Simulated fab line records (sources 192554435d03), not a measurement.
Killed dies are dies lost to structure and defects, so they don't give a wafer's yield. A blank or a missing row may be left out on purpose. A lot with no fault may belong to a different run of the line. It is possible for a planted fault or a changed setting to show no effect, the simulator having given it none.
fab line records	flow n5-finfet
[record] lots = 24	wafers = 72	last-day = 18
route steps=1938 shown BEOL_M6@1231 BEOL_M7@1321
lots that met no fault: from a run of the same line without faults
start-h: start of the lot's first displayed wafer, in hours after the record's first day	wait-h: how many hours have passed since the lot's step before this one	" identical to the entry in the row above	L1.1+2: a row that stands for several wafers	- either no value or no given start	* or withheld: withheld	< > ~ a bound
route shown NAME@n: NAME is a module with steps in the file, n the number in the route of the first one	usual: the fault-free wafers' mean and standard deviation	same: alike in all rows	chamber/n: place in a boat	sites: each site's reading	_std_site: the values' standard deviation	_edge_site: the outer-site mean with the inner-site mean subtracted	radius-mm: how far each site lies from the wafer's centre	mask NAME#n: copy n	behind: the most recent tool/chamber to have shaped the wafer	hold: why the lot went on hold/how many hours it stayed there/how the hold came to an end	device: names the non-switching transistor (n, p or np)	end of line: the tests these same wafers got at the end of their route	for a step that has no rows: nothing shown but its recipe	killed: count of dies lost to structure and defects at first sort (not the wafer's yield)	map: a wafer's dies, marking killed ones x, the rest . and places with no die _
set.NAME: the setting that was run; set.NAME@STEP: the one run at that earlier step	model.NAME: the simulator's own value behind a step, which no gauge read
the route's steps for a sample of lots (tables are steps, rows are wafers)
services: from which hour (start-h, from the record's first day; less than 0 if before it) a tool's chamber was out of use, for how many hours, and why
[[steps]]
[step N5_BEOL_M6_ETCH_72]
[recipe] chemistry = N2/H2	target = underlayer	target-depth-a = 65	mask-material = CAR-EUV	time-s = 5.2	ion-energy-ev = 200	pressure-mtorr = 30	source-w = 840	bias-w = 150	n2-flow-sccm = 200	h2-flow-sccm = 200	ends = cleared
[usual] drypump-motor-current-A = 5.7/0.48	etch-rf-on-time-s = 5.18/0.14	n2-flow-sccm = 200.0/0.57	oes-product-au = 0.70/0.073	rf-vpp-V = 522.4/1.8	showerhead-plenum-p-Torr = 2.49/0.056	throttle-valve-pct = 17.77/0.27
lot.wafer	tool	chamber	start-h	wait-h	drypump-motor-current-A	etch-rf-on-time-s	n2-flow-sccm	oes-product-au	rf-hours-counter-h	rf-vpp-V	showerhead-plenum-p-Torr	throttle-valve-pct
L074.3	rie-diel-01	2	220.42	0.0	5.8	5.50	199.7	0.74	40	522.1	2.47	17.72
L074.4	"	3	"	"	6.1	5.19	200.5	0.69	89	522.7	2.46	17.46
L074.5	"	3	"	"	6.1	5.17	200.1	0.70	-	521.9	2.46	17.46
L076.1	rie-diel-06	2	223.38	0.0	4.9	5.03	200.7	0.76	54	524.7	2.59	18.07
L076.2	"	0	"	"	5.8	5.14	199.4	0.66	130	523.6	2.43	17.50
L076.5	"	0	"	"	5.7	5.16	199.5	0.66	-	520.7	2.43	17.52
L075.3	rie-diel-01	1	224.07	0.0	6.3	5.26	200.2	0.79	12	523.3	2.47	17.47
L075.4	"	2	"	"	5.8	5.55	199.5	0.72	42	523.7	2.47	17.71
L075.6	"	2	"	"	5.8	5.55	199.7	0.72	-	521.0	2.47	17.75
L079.1	rie-diel-01	1	229.27	0.0	6.3	5.20	199.9	0.78	14	524.1	2.47	17.49
L079.3	"	3	"	"	6.1	5.16	199.7	0.69	91	522.4	2.46	17.48
L079.5	"	3	"	"	6.1	5.14	199.3	0.70	-	522.2	2.46	17.45
L081.1	rie-diel-01	3	231.93	0.0	6.1	5.20	200.4	0.70	92	522.8	2.46	17.46
L081.3	"	0	"	"	4.9	5.13	199.0	0.58	248	523.7	2.50	18.26
L081.6	"	2	"	"	5.8	5.49	200.0	0.72	-	523.3	2.46	17.73
L077.1	rie-diel-01	1	232.32	0.0	6.3	5.24	200.0	0.78	15	522.1	2.47	17.47
L077.3	"	0	"	"	4.8	5.08	200.6	0.58	248	523.1	2.50	18.26
L077.6	"	3	"	"	6.1	5.17	200.7	0.69	-	521.1	2.46	17.44
L082.1	rie-diel-06	3	235.56	0.0	6.0	5.27	200.1	0.56	247	523.7	2.50	18.22
L082.4	"	2	"	"	4.9	5.06	199.8	0.76	58	525.6	2.58	18.07
L082.5	"	0	"	"	5.7	5.13	199.8	0.66	-	520.0	2.43	17.51
L080.1	rie-diel-06	1	239.36	0.0	5.7	5.00	200.0	0.59	233	524.4	2.49	17.97
L080.4	"	2	"	"	4.9	5.02	199.3	0.75	60	523.3	2.58	18.11
L080.5	"	1	"	"	5.7	4.96	199.6	0.59	-	522.4	2.49	17.98
L078.1	rie-diel-01	1	263.93	0.0	6.3	5.20	199.3	0.76	29	525.1	2.46	17.48
L078.4	"	0	"	"	4.8	4.91	200.0	0.84	3	521.9	2.50	17.89
L078.5	"	0	"	"	4.9	4.94	199.9	0.82	-	521.3	2.50	17.91
L083.3	rie-diel-01	3	266.90	0.0	6.1	5.27	200.2	0.68	106	520.1	2.46	17.50
L083.5	"	1	"	"	6.4	5.28	200.5	0.75	-	522.9	2.46	17.49
L083.6	"	0	"	"	4.9	5.04	200.2	0.82	-	523.7	2.50	17.88
L084.2	rie-diel-06	1	267.17	0.0	5.8	5.01	200.2	0.59	244	524.1	2.48	17.99
L084.5	"	2	"	"	4.9	5.06	199.7	0.74	-	525.2	2.58	18.12
L084.6	"	1	"	"	5.8	4.99	199.9	0.58	-	521.2	2.48	18.00
L085.2	rie-diel-06	3	270.31	0.0	6.0	5.08	199.3	0.83	4	523.5	2.50	17.77
L085.3	"	2	"	"	4.9	5.06	199.2	0.74	74	523.2	2.58	18.12
L085.5	"	0	"	"	5.7	5.25	199.8	0.64	-	519.6	2.43	17.53
L086.2	rie-diel-01	1	274.53	0.0	6.3	5.21	200.7	0.77	32	523.0	2.46	17.50
L086.3	"	2	"	"	5.8	5.39	198.9	0.72	62	521.4	2.46	17.78
L086.6	"	2	"	"	5.8	5.43	199.4	0.69	-	522.2	2.46	17.75
L089.1	rie-diel-03	3	298.83	0.0	5.8	5.23	199.8	0.63	137	524.7	2.56	18.14
L089.3	"	0	"	"	5.2	5.16	200.3	0.59	226	520.2	2.42	18.05
L089.5	"	0	"	"	5.2	5.18	200.7	0.60	-	520.6	2.43	18.06
L087.3	rie-diel-01	2	298.88	0.0	5.8	5.43	199.7	0.70	70	520.1	2.45	17.76
L087.4	"	1	"	"	6.3	5.27	200.4	0.74	40	520.9	2.46	17.53
L087.5	"	3	"	"	6.1	5.17	200.4	0.67	-	521.5	2.45	17.51
L088.1	rie-diel-03	1	299.22	0.0	5.9	5.07	199.9	0.75	55	523.5	2.58	17.37
L088.2	"	3	"	"	5.8	5.28	199.0	0.64	137	523.0	2.56	18.15
L088.3	"	0	"	"	5.2	5.17	199.8	0.60	227	521.9	2.42	18.04
L090.1	rie-diel-01	3	301.44	0.0	6.1	5.08	200.2	0.67	118	523.2	2.45	17.52
L090.2	"	2	"	"	5.8	5.39	200.8	0.69	71	519.9	2.45	17.78
L090.6	"	2	"	"	5.8	5.42	200.3	0.69	-	523.2	2.45	17.79
L091.1	rie-diel-06	1	315.38	0.0	5.7	5.03	200.9	0.81	8	521.1	2.48	17.63
L091.4	"	0	"	"	5.8	5.17	200.3	0.63	167	519.4	2.42	17.54
L091.5	"	0	"	"	5.7	5.15	199.4	0.64	-	519.5	2.42	17.54
L092.2	rie-diel-06	0	318.13	0.0	5.8	5.22	199.0	0.64	168	520.7	2.42	17.60
L092.4	"	3	"	"	6.0	5.17	199.1	0.77	23	522.8	2.49	17.80
L092.6	"	2	"	"	4.9	5.09	200.0	0.73	-	524.0	2.57	18.13
L093.2	rie-diel-03	0	322.44	0.0	5.2	5.24	199.7	0.58	237	519.2	2.42	18.07
L093.3	"	2	"	"	5.8	5.35	199.1	0.76	31	526.2	2.71	17.78
L093.6	"	0	"	"	5.2	5.22	200.5	0.59	-	522.5	2.42	18.06
L094.1	rie-diel-06	3	323.01	0.0	6.0	5.10	200.0	0.77	25	524.9	2.49	17.81
L094.2	"	1	"	"	5.7	4.99	200.2	0.79	11	519.9	2.48	17.61
L094.4	"	0	"	"	5.7	5.17	199.8	0.64	170	521.7	2.42	17.58
L095.4	rie-diel-06	2	325.50	0.0	4.9	5.09	200.6	0.71	97	523.6	2.57	18.15
L095.5	"	3	"	"	6.0	5.10	199.6	0.77	-	520.4	2.49	17.78
L095.6	"	0	"	"	5.8	5.25	199.8	0.63	-	522.5	2.42	17.54
L097.2	rie-diel-01	0	342.34	0.0	4.9	5.00	199.5	0.76	29	522.3	2.49	17.93
L097.3	"	1	"	"	6.4	5.25	200.5	0.72	56	524.0	2.45	17.53
L097.6	"	0	"	"	4.9	5.03	200.7	0.75	-	523.4	2.49	17.93
L096.1	rie-diel-01	0	342.86	0.0	4.9	4.94	200.4	0.75	29	522.9	2.49	17.95
L096.3	"	2	"	"	5.8	5.38	199.8	0.68	86	520.1	2.45	17.79
L096.5	"	2	"	"	5.8	5.38	199.6	0.68	-	522.1	2.45	17.81
[step N5_BEOL_M6_VIA_ETCH_34]
[recipe] chemistry = C4F6/O2	target = SiCOH_lowk	target-depth-a = 1263	mask-material = SOC	taper-deg = 4	time-s = 50.9	ion-energy-ev = 250	pressure-mtorr = 30	source-w = 345	bias-w = 185	Ar_flow_sccm = 300	C4F6_flow_sccm = 10	O2_flow_sccm = 10
[usual] drypump-motor-current-A = 5.7/0.48	oes_f_703_au = 0.82/0.086	oes-product-au = 0.82/0.085	rf-vpp-V = 665/12	showerhead-plenum-p-Torr = 2.80/0.055	throttle-valve-pct = 20.88/0.25
[same] time-s = 50.9
lot.wafer	tool	chamber	start-h	wait-h	drypump-motor-current-A	oes_f_703_au	oes-product-au	rf-hours-counter-h	rf-vpp-V	showerhead-plenum-p-Torr	throttle-valve-pct
L074.3	rie-diel-01	2	220.57	0.0	5.8	0.83	0.85	41	666	2.78	20.92
L074.4	"	3	"	"	6.1	0.83	0.82	89	657	2.76	20.51
L074.5	"	3	"	"	6.1	0.82	0.82	-	659	2.76	20.51
L076.1	rie-diel-06	2	223.53	0.0	4.9	0.88	0.90	54	689	2.88	21.02
L076.2	"	0	"	"	5.8	0.78	0.78	130	661	2.76	20.68
L076.5	"	0	"	"	5.7	0.77	0.78	-	659	2.76	20.68
L075.3	rie-diel-01	1	224.21	0.0	6.3	0.94	0.91	12	647	2.79	20.72
L075.4	"	2	"	"	5.7	0.83	0.85	42	665	2.78	20.95
L075.6	"	2	"	"	5.7	0.83	0.85	-	667	2.78	20.96
L079.1	rie-diel-01	1	229.42	0.0	6.3	0.94	0.91	14	648	2.79	20.70
L079.3	"	3	"	"	6.1	0.83	0.82	91	658	2.76	20.51
L079.5	"	3	"	"	6.1	0.82	0.81	-	658	2.76	20.51
L081.1	rie-diel-01	3	232.07	0.0	6.1	0.82	0.82	92	658	2.76	20.51
L081.3	"	0	"	"	4.9	0.70	0.68	248	670	2.82	21.40
L081.6	"	2	"	"	5.8	0.83	0.85	-	666	2.78	20.94
L077.1	rie-diel-01	1	232.47	0.0	6.3	0.93	0.92	15	646	2.79	20.72
L077.3	"	0	"	"	4.8	0.70	0.68	248	670	2.82	21.41
L077.6	"	3	"	"	6.1	0.82	0.81	-	656	2.76	20.50
L082.1	rie-diel-06	3	235.70	0.0	6.0	0.67	0.66	247	662	2.80	21.22
L082.4	"	2	"	"	4.9	0.89	0.89	58	689	2.88	21.04
L082.5	"	0	"	"	5.8	0.77	0.78	-	658	2.75	20.68
L080.1	rie-diel-06	1	239.50	0.0	5.7	0.70	0.68	233	675	2.80	21.05
L080.4	"	2	"	"	4.9	0.88	0.89	60	688	2.88	21.04
L080.5	"	1	"	"	5.7	0.70	0.68	-	675	2.80	21.07
L078.1	rie-diel-01	1	264.08	0.0	6.3	0.90	0.88	29	646	2.78	20.72
L078.4	"	0	"	"	4.9	0.98	0.96	3	669	2.82	21.11
L078.5	"	0	"	"	4.8	0.99	0.97	-	669	2.82	21.11
L083.3	rie-diel-01	3	267.04	0.0	6.1	0.81	0.79	106	657	2.76	20.52
L083.5	"	1	"	"	6.3	0.91	0.88	-	647	2.78	20.74
L083.6	"	0	"	"	4.8	0.98	0.95	-	671	2.82	21.11
L084.2	rie-diel-06	1	267.31	0.0	5.7	0.68	0.68	244	674	2.79	21.06
L084.5	"	2	"	"	4.9	0.86	0.88	-	690	2.87	21.05
L084.6	"	1	"	"	5.7	0.68	0.68	-	674	2.79	21.08
L085.2	rie-diel-06	3	270.46	0.0	6.0	0.95	0.96	4	661	2.79	20.84
L085.3	"	2	"	"	4.9	0.86	0.87	74	689	2.87	21.06
L085.5	"	0	"	"	5.8	0.75	0.76	-	659	2.75	20.72
L086.2	rie-diel-01	1	274.68	0.0	6.3	0.90	0.88	32	646	2.78	20.73
L086.3	"	2	"	"	5.8	0.80	0.83	62	666	2.77	20.97
L086.6	"	2	"	"	5.8	0.80	0.83	-	664	2.77	20.96
L089.1	rie-diel-03	3	298.97	0.0	5.8	0.77	0.75	137	637	2.86	21.14
L089.3	"	0	"	"	5.2	0.69	0.69	227	674	2.71	20.94
L089.5	"	0	"	"	5.2	0.69	0.69	-	675	2.71	20.96
L087.3	rie-diel-01	2	299.03	0.0	5.8	0.79	0.81	70	665	2.77	20.97
L087.4	"	1	"	"	6.3	0.88	0.86	40	646	2.78	20.75
L087.5	"	3	"	"	6.1	0.79	0.79	-	657	2.75	20.54
L088.1	rie-diel-03	1	299.37	0.0	5.9	0.88	0.86	55	671	2.87	20.36
L088.2	"	3	"	"	5.8	0.77	0.75	137	638	2.86	21.13
L088.3	"	0	"	"	5.2	0.69	0.70	227	675	2.71	20.95
L090.1	rie-diel-01	3	301.58	0.0	6.1	0.80	0.79	118	657	2.75	20.54
L090.2	"	2	"	"	5.7	0.79	0.82	72	666	2.77	20.97
L090.6	"	2	"	"	5.8	0.79	0.83	-	666	2.77	20.97
L091.1	rie-diel-06	1	315.52	0.0	5.8	0.94	0.93	8	673	2.79	20.75
L091.4	"	0	"	"	5.8	0.74	0.74	167	658	2.74	20.72
L091.5	"	0	"	"	5.8	0.74	0.74	-	660	2.74	20.75
L092.2	rie-diel-06	0	318.28	0.0	5.7	0.74	0.74	168	658	2.74	20.74
L092.4	"	3	"	"	6.0	0.90	0.90	23	663	2.79	20.87
L092.6	"	2	"	"	4.9	0.84	0.84	-	689	2.86	21.09
L093.2	rie-diel-03	0	322.59	0.0	5.2	0.68	0.69	237	674	2.71	20.95
L093.3	"	2	"	"	5.8	0.86	0.89	31	694	3.05	21.06
L093.6	"	0	"	"	5.2	0.69	0.68	-	674	2.71	20.96
L094.1	rie-diel-06	3	323.15	0.0	6.0	0.90	0.91	25	661	2.79	20.86
L094.2	"	1	"	"	5.7	0.93	0.92	12	674	2.79	20.75
L094.4	"	0	"	"	5.8	0.73	0.74	170	658	2.74	20.74
L095.4	rie-diel-06	2	325.65	0.0	4.9	0.83	0.84	97	688	2.86	21.08
L095.5	"	3	"	"	6.0	0.89	0.88	-	662	2.78	20.87
L095.6	"	0	"	"	5.7	0.74	0.73	-	658	2.74	20.74
L097.2	rie-diel-01	0	342.49	0.0	4.9	0.91	0.89	29	670	2.81	21.16
L097.3	"	1	"	"	6.3	0.86	0.83	56	647	2.77	20.78
L097.6	"	0	"	"	4.9	0.91	0.88	-	670	2.81	21.15
L096.1	rie-diel-01	0	343.01	0.0	4.9	0.90	0.89	29	669	2.81	21.16
L096.3	"	2	"	"	5.8	0.78	0.80	86	664	2.76	21.01
L096.5	"	2	"	"	5.8	0.78	0.81	-	665	2.76	21.00
[step N5_BEOL_M6_THK_MEAS_53]
[recipe] thk-meas-gauge = xrf	reads = Cu_of_BEOL_M6_ECD_50
[usual] M6_THK = 79.5/2.1
lot.wafer	tool	chamber	start-h	wait-h	M6_THK[nm]
L074.3	film-metro-02	-	224.65	-	77.8
L074.4	"	-	"	"	80.3
L074.5	"	-	"	"	80.5
L076.1	film-metro-01	-	227.42	-	80.3
L076.2	"	-	"	"	78.0
L076.5	"	-	"	"	79.0
L075.3	film-metro-02	-	228.45	-	80.5
L075.4	"	-	"	"	78.4
L075.6	"	-	"	"	79.6
L079.1	film-metro-01	-	231.54	-	76.1
L079.3	"	-	"	"	77.4
L079.5	"	-	"	"	77.2
L081.1	film-metro-02	-	236.72	-	79.4
L081.3	"	-	"	"	80.3
L081.6	"	-	"	"	79.5
L077.1	film-metro-01	-	238.34	-	75.5
L077.3	"	-	"	"	79.4
L077.6	"	-	"	"	78.5
L082.1	film-metro-01	-	240.84	-	80.4
L082.4	"	-	"	"	83.9
L082.5	"	-	"	"	82.1
L080.1	film-metro-02	-	244.86	-	80.1
L080.4	"	-	"	"	81.3
L080.5	"	-	"	"	79.3
L078.1	film-metro-02	-	268.93	-	79.8
L078.4	"	-	"	"	81.3
L078.5	"	-	"	"	83.4
L083.3	film-metro-02	-	271.19	-	81.0
L083.5	"	-	"	"	79.4
L083.6	"	-	"	"	84.4
L084.2	film-metro-01	-	271.69	-	82.1
L084.5	"	-	"	"	82.6
L084.6	"	-	"	"	81.3
L085.2	film-metro-01	-	274.78	-	84.2
L085.3	"	-	"	"	82.5
L085.5	"	-	"	"	81.9
L086.2	film-metro-02	-	277.64	-	80.0
L086.3	"	-	"	"	76.7
L086.6	"	-	"	"	78.7
L087.3	film-metro-02	-	301.69	-	77.8
L087.4	"	-	"	"	80.2
L087.5	"	-	"	"	81.7
L089.1	film-metro-01	-	301.81	-	76.3
L089.3	"	-	"	"	77.3
L089.5	"	-	"	"	77.3
L088.1	film-metro-01	-	302.45	-	80.3
L088.2	"	-	"	"	76.6
L088.3	"	-	"	"	79.0
L090.1	film-metro-01	-	305.41	-	77.3
L090.2	"	-	"	"	75.2
L090.6	"	-	"	"	76.4
L091.1	film-metro-02	-	318.30	-	82.4
L091.4	"	-	"	"	80.9
L091.5	"	-	"	"	81.1
L092.2	film-metro-02	-	321.10	-	80.3
L092.4	"	-	"	"	81.3
L092.6	"	-	"	"	83.1
L093.2	film-metro-02	-	326.77	-	77.1
L093.3	"	-	"	"	79.8
L093.6	"	-	"	"	78.6
L094.1	film-metro-01	-	327.54	-	78.5
L094.2	"	-	"	"	79.0
L094.4	"	-	"	"	75.9
L095.4	film-metro-01	-	328.47	-	80.0
L095.5	"	-	"	"	81.2
L095.6	"	-	"	"	78.9
L097.2	film-metro-01	-	344.86	-	82.0
L097.3	"	-	"	"	77.5
L097.6	"	-	"	"	82.6
L096.1	film-metro-02	-	345.52	-	81.5
L096.3	"	-	"	"	75.8
L096.5	"	-	"	"	76.6
[step N5_BEOL_M6_DEP_56]
[recipe] material = SiCN	target-thk-a = 100	temp-c = withheld	precursor = 3MS/NH3	pressure-torr = 3	rf-w = 202	time-s = 17.5
[usual] showerhead-plenum-p-Torr = 3.666/0.013	throttle-valve-pct = 9.0/0.31
[same] time-s = 17.5
lot.wafer	tool	chamber	start-h	wait-h	showerhead-plenum-p-Torr	throttle-valve-pct
L074.3	pecvd-04	0	224.71	0.0	3.689	9.0
L074.4	"	0	"	"	3.670	9.2
L074.5	"	1	"	"	3.633	8.6
L076.1	pecvd-02	0	227.48	0.0	3.676	9.1
L076.2	"	1	"	"	3.659	9.2
L076.5	"	2	"	"	3.673	8.8
L075.3	pecvd-04	2	228.51	0.0	3.679	8.9
L075.4	"	0	"	"	3.684	9.3
L075.6	"	1	"	"	3.655	8.8
L079.1	pecvd-04	2	231.61	0.0	3.667	8.9
L079.3	"	0	"	"	3.685	9.1
L079.5	"	1	"	"	3.643	8.8
L081.1	pecvd-02	1	236.78	0.0	3.659	9.3
L081.3	"	0	"	"	3.655	9.2
L081.6	"	2	"	"	3.681	8.8
L077.1	pecvd-03	2	238.40	0.0	3.676	8.5
L077.3	"	1	"	"	3.664	9.3
L077.6	"	1	"	"	3.674	9.6
L082.1	pecvd-04	0	240.90	0.0	3.687	9.3
L082.4	"	2	"	"	3.672	8.8
L082.5	"	1	"	"	3.636	8.8
L080.1	pecvd-04	1	244.92	0.0	3.636	8.5
L080.4	"	1	"	"	3.641	8.7
L080.5	"	2	"	"	3.667	8.8
L078.1	pecvd-02	0	269.00	0.0	3.674	9.0
L078.4	"	1	"	"	3.658	9.6
L078.5	"	2	"	"	3.673	8.7
L083.3	pecvd-02	1	271.25	0.0	3.651	9.3
L083.5	"	0	"	"	3.676	9.0
L083.6	"	2	"	"	3.667	8.9
L084.2	pecvd-02	0	271.75	0.0	3.669	9.0
L084.5	"	1	"	"	3.651	9.3
L084.6	"	0	"	"	3.671	8.9
L085.2	pecvd-03	2	274.84	0.0	3.676	8.7
L085.3	"	0	"	"	3.655	9.0
L085.5	"	2	"	"	3.679	8.6
L086.2	pecvd-03	2	277.70	0.0	3.674	8.4
L086.3	"	0	"	"	3.653	8.9
L086.6	"	1	"	"	3.670	9.6
L087.3	pecvd-03	1	301.75	0.0	3.658	9.4
L087.4	"	1	"	"	3.671	9.5
L087.5	"	2	"	"	3.679	8.8
L089.1	pecvd-02	0	301.87	0.0	3.660	9.4
L089.3	"	2	"	"	3.673	8.8
L089.5	"	0	"	"	3.662	9.1
L088.1	pecvd-04	0	302.52	0.0	3.683	9.2
L088.2	"	2	"	"	3.675	8.6
L088.3	"	1	"	"	3.646	8.5
L090.1	pecvd-04	2	305.48	0.0	3.661	9.3
L090.2	"	1	"	"	3.647	8.7
L090.6	"	0	"	"	3.682	9.0
L091.1	pecvd-03	1	318.36	0.0	3.661	9.5
L091.4	"	1	"	"	3.671	9.5
L091.5	"	2	"	"	3.667	8.7
L092.2	pecvd-03	2	321.16	0.0	3.688	8.5
L092.4	"	0	"	"	3.660	9.1
L092.6	"	2	"	"	3.670	8.7
L093.2	pecvd-02	2	326.83	0.0	3.687	8.6
L093.3	"	0	"	"	3.664	8.9
L093.6	"	2	"	"	3.675	9.1
L094.1	pecvd-04	0	327.60	0.0	3.682	9.5
L094.2	"	2	"	"	3.677	8.7
L094.4	"	0	"	"	3.667	9.3
L095.4	pecvd-03	0	328.55	0.0	3.641	9.0
L095.5	"	2	"	"	3.670	8.6
L095.6	"	1	"	"	3.668	9.8
L097.2	pecvd-02	1	344.92	0.0	3.660	9.2
L097.3	"	2	"	"	3.671	9.1
L097.6	"	1	"	"	3.657	9.1
L096.1	pecvd-03	1	345.58	0.0	3.677	9.6
L096.3	"	2	"	"	3.675	8.8
L096.5	"	0	"	"	3.653	9.1
[step N5_BEOL_M7_SURFACE_TREAT_79]
[recipe] gas = Ar	time-s = *	ion-energy-ev = *	ion-current-ma-cm2 = 0.5	pressure-mtorr = *	ar-flow-sccm = 30
[usual] throttle-valve-pct = *
[same] time-s = *
lot.wafer	tool	chamber	start-h	wait-h	throttle-valve-pct
L074.3	pvd-sputter-03	-	231.31	0.6	*
L074.4	"	-	"	"	*
L074.5	"	-	"	"	*
L076.1	pvd-sputter-01	-	233.29	0.2	*
L076.2	"	-	"	"	*
L076.5	"	-	"	"	*
L075.3	pvd-sputter-03	-	236.18	0.2	*
L075.4	"	-	"	"	*
L075.6	"	-	"	"	*
L079.1	pvd-sputter-03	-	236.89	0.2	*
L079.3	"	-	"	"	*
L079.5	"	-	"	"	*
L081.1	pvd-sputter-03	-	244.75	0.2	*
L081.3	"	-	"	"	*
L081.6	"	-	"	"	*
L077.1	pvd-sputter-03	-	244.89	0.2	*
L077.3	"	-	"	"	*
L077.6	"	-	"	"	*
L082.1	pvd-sputter-02	-	246.98	1.5	*
L082.4	"	-	"	"	*
L082.5	"	-	"	"	*
L080.1	pvd-sputter-03	-	253.34	0.2	*
L080.4	"	-	"	"	*
L080.5	"	-	"	"	*
L078.1	pvd-sputter-02	-	275.97	0.2	*
L078.4	"	-	"	"	*
L078.5	"	-	"	"	*
L083.3	pvd-sputter-01	-	279.81	0.2	*
L083.5	"	-	"	"	*
L083.6	"	-	"	"	*
L084.2	pvd-sputter-03	-	280.16	0.4	*
L084.5	"	-	"	"	*
L084.6	"	-	"	"	*
L085.2	pvd-sputter-03	-	280.28	0.3	*
L085.3	"	-	"	"	*
L085.5	"	-	"	"	*
L086.2	pvd-sputter-01	-	283.49	0.3	*
L086.3	"	-	"	"	*
L086.6	"	-	"	"	*
L089.1	pvd-sputter-03	-	310.01	0.2	*
L089.3	"	-	"	"	*
L089.5	"	-	"	"	*
L087.3	pvd-sputter-02	-	310.40	0.2	*
L087.4	"	-	"	"	*
L087.5	"	-	"	"	*
L088.1	pvd-sputter-02	-	310.44	0.2	*
L088.2	"	-	"	"	*
L088.3	"	-	"	"	*
L090.1	pvd-sputter-03	-	312.11	0.4	*
L090.2	"	-	"	"	*
L090.6	"	-	"	"	*
L091.1	pvd-sputter-03	-	325.50	1.5	*
L091.4	"	-	"	"	*
L091.5	"	-	"	"	*
L092.2	pvd-sputter-02	-	328.22	0.2	*
L092.4	"	-	"	"	*
L092.6	"	-	"	"	*
L093.2	pvd-sputter-01	-	333.27	0.3	*
L093.3	"	-	"	"	*
L093.6	"	-	"	"	*
L094.1	pvd-sputter-02	-	335.39	0.2	*
L094.2	"	-	"	"	*
L094.4	"	-	"	"	*
L095.4	pvd-sputter-01	-	338.62	1.4	*
L095.5	"	-	"	"	*
L095.6	"	-	"	"	*
L097.2	pvd-sputter-03	-	354.98	1.3	*
L097.3	"	-	"	"	*
L097.6	"	-	"	"	*
L096.1	pvd-sputter-03	-	355.02	1.3	*
L096.3	"	-	"	"	*
L096.5	"	-	"	"	*
[step N5_BEOL_M7_RS_MEAS_57]
[recipe] thk-meas-gauge = four-point-probe	reads = Cu_of_BEOL_M7_ECD_50+Co_of_BEOL_M7_CVD_78+TaN_of_BEOL_M7_ALD_77
[usual] M7_RS = 0.291/0.0091
lot.wafer	tool	chamber	start-h	wait-h	M7_RS[ohm/sq]
L074.3	film-metro-02	-	232.88	0.1	0.281
L074.4	"	-	"	"	0.287
L074.5	"	-	"	"	0.278
L076.1	film-metro-01	-	235.78	0.1	0.287
L076.2	"	-	"	"	0.308
L076.5	"	-	"	"	0.301
L075.3	film-metro-01	-	239.19	0.1	0.279
L075.4	"	-	"	"	0.282
L075.6	"	-	"	"	0.303
L079.1	film-metro-01	-	240.14	0.1	0.289
L079.3	"	-	"	"	0.312
L079.5	"	-	"	"	0.286
L081.1	film-metro-02	-	246.92	0.1	0.271
L081.3	"	-	"	"	0.294
L081.6	"	-	"	"	0.271
L077.1	film-metro-01	-	247.19	0.1	0.298
L077.3	"	-	"	"	0.292
L077.6	"	-	"	"	0.298
L082.1	film-metro-02	-	248.13	0.1	0.300
L082.4	"	-	"	"	0.283
L082.5	"	-	"	"	0.284
L080.1	film-metro-02	-	256.03	0.1	0.293
L080.4	"	-	"	"	0.297
L080.5	"	-	"	"	0.294
L078.1	film-metro-02	-	277.34	0.1	0.307
L078.4	"	-	"	"	0.290
L078.5	"	-	"	"	0.291
L083.3	film-metro-02	-	281.95	0.1	0.289
L083.5	"	-	"	"	0.290
L083.6	"	-	"	"	0.309
L084.2	film-metro-02	-	282.21	0.1	0.297
L084.5	"	-	"	"	0.280
L084.6	"	-	"	"	0.294
L085.2	film-metro-02	-	282.41	0.1	0.289
L085.3	"	-	"	"	0.294
L085.5	"	-	"	"	0.290
L086.2	film-metro-01	-	284.84	0.1	0.300
L086.3	"	-	"	"	0.288
L086.6	"	-	"	"	0.297
L089.1	film-metro-02	-	311.25	0.1	0.305
L089.3	"	-	"	"	0.285
L089.5	"	-	"	"	0.294
L087.3	film-metro-01	-	311.62	0.1	0.295
L087.4	"	-	"	"	0.287
L087.5	"	-	"	"	0.296
L088.1	film-metro-02	-	311.84	0.1	0.280
L088.2	"	-	"	"	0.299
L088.3	"	-	"	"	0.295
L090.1	film-metro-02	-	313.52	0.1	0.284
L090.2	"	-	"	"	0.289
L090.6	"	-	"	"	0.283
L091.1	film-metro-01	-	326.63	0.1	0.291
L091.4	"	-	"	"	0.285
L091.5	"	-	"	"	0.296
L092.2	film-metro-02	-	329.73	0.1	0.284
L092.4	"	-	"	"	0.280
L092.6	"	-	"	"	0.288
L093.2	film-metro-02	-	334.85	0.1	0.296
L093.3	"	-	"	"	0.287
L093.6	"	-	"	"	0.289
L094.1	film-metro-01	-	336.69	0.1	0.289
L094.2	"	-	"	"	0.297
L094.4	"	-	"	"	0.281
L095.4	film-metro-02	-	340.24	0.0	0.272
L095.5	"	-	"	"	0.270
L095.6	"	-	"	"	0.281
L097.2	film-metro-02	-	356.40	0.1	0.296
L097.3	"	-	"	"	0.313
L097.6	"	-	"	"	0.295
L096.1	film-metro-02	-	356.69	0.1	0.291
L096.3	"	-	"	"	0.297
L096.5	"	-	"	"	0.292
[[services]]
tool	chamber	start-h	hours	kind
rie-diel-03	2	201.74	28.7	repair
pecvd-03	-	203.07	0.6	repair
pvd-sputter-02	-	207.13	4.6	repair
pecvd-02	-	213.43	0.8	repair
rie-diel-06	1	214.36	13.2	repair
rie-diel-03	-	219.88	28.1	pm
rie-diel-01	0	238.87	-	clean
rie-diel-01	0	238.87	-	consumable-replace:focus-ring
rie-diel-01	0	238.87	17.9	scheduled-down
rie-diel-01	0	238.87	17.9	vent-cycle
pvd-sputter-03	-	239.40	1.2	repair
pecvd-03	2	241.42	8.2	repair
rie-diel-06	3	242.28	-	clean
rie-diel-06	3	242.28	-	consumable-replace:focus-ring
rie-diel-06	3	242.28	19.6	scheduled-down
rie-diel-06	3	242.28	19.6	vent-cycle
rie-diel-06	1	282.21	-	clean
rie-diel-06	1	282.21	-	consumable-replace:focus-ring
rie-diel-06	1	282.21	13.8	scheduled-down
pecvd-02	1	295.80	5.9	repair
rie-diel-01	2	306.55	1.8	repair
rie-diel-01	-	317.64	2.8	pm
pecvd-03	-	352.80	0.8	pm
pvd-sputter-01	-	352.83	2.6	repair
[[key]]
fault none
